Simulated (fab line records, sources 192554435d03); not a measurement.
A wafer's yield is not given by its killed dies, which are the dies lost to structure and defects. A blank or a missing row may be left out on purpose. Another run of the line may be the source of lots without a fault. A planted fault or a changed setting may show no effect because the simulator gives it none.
Chamber matching    flow n5_finfet    N5_PASSIVATION_PECVD_55 on pecvd-04 has 3 sister chambers
The step deposits SiO2 from SiH4/N2O, target thk 400 nm, time 22.5 s. 6 wafers are shown with their chamber, then 12 later ones without.

== WAFERS, EACH WITH ITS CHAMBER ==
wafer   chamber  showerhead_plenum_p_Torr (Torr)  throttle_valve_pct (%)
L089.4  0        8.33                             54
L089.6  1        8.26                             58
L092.5  0        8.34                             53
L091.1  2        8.20                             52
L091.3  1        8.28                             58
L091.4  2        8.17                             52

== WAFERS WITHOUT THEIR CHAMBER ==
wafer   showerhead_plenum_p_Torr (Torr)  throttle_valve_pct (%)
L094.2  8.33                             54
L094.5  8.30                             58
L094.6  8.34                             54
L095.1  8.27                             58
L095.3  8.27                             58
L095.4  8.18                             52
L097.1  8.18                             52
L097.2  8.33                             54
L097.5  8.32                             54
L096.4  8.27                             58
L096.5  8.21                             52
L096.6  8.34                             54

== WHICH CHAMBER EACH WENT THROUGH ==
wafer   from the rows above  in truth
L094.2  0                    0
L094.5  1                    1
L094.6  0                    0
L095.1  1                    1
L095.3  1                    1
L095.4  2                    2
L097.1  2                    2
L097.2  0                    0
L097.5  0                    0
L096.4  1                    1
L096.5  2                    2
L096.6  0                    0
Correct placement for 12 of the 12. Number that these rows cannot place: 0. Placed wrongly: 0.
How it was worked out, from the rows above alone: a wafer's distance from a chamber is the root of the sum, over the readings, of the square of ((its reading less the chamber's mean) divided by the reading's scatter). If the next closest chamber is less than 2 further off than the closest, the wafer can't be placed; otherwise it belongs to the closest. For every chamber, the mean is computed from those of its wafers that are shown. The scatter: take each reading less its chamber's mean, square it, sum over the shown wafers, divide by the number of wafers less the number of chambers, and take the root.
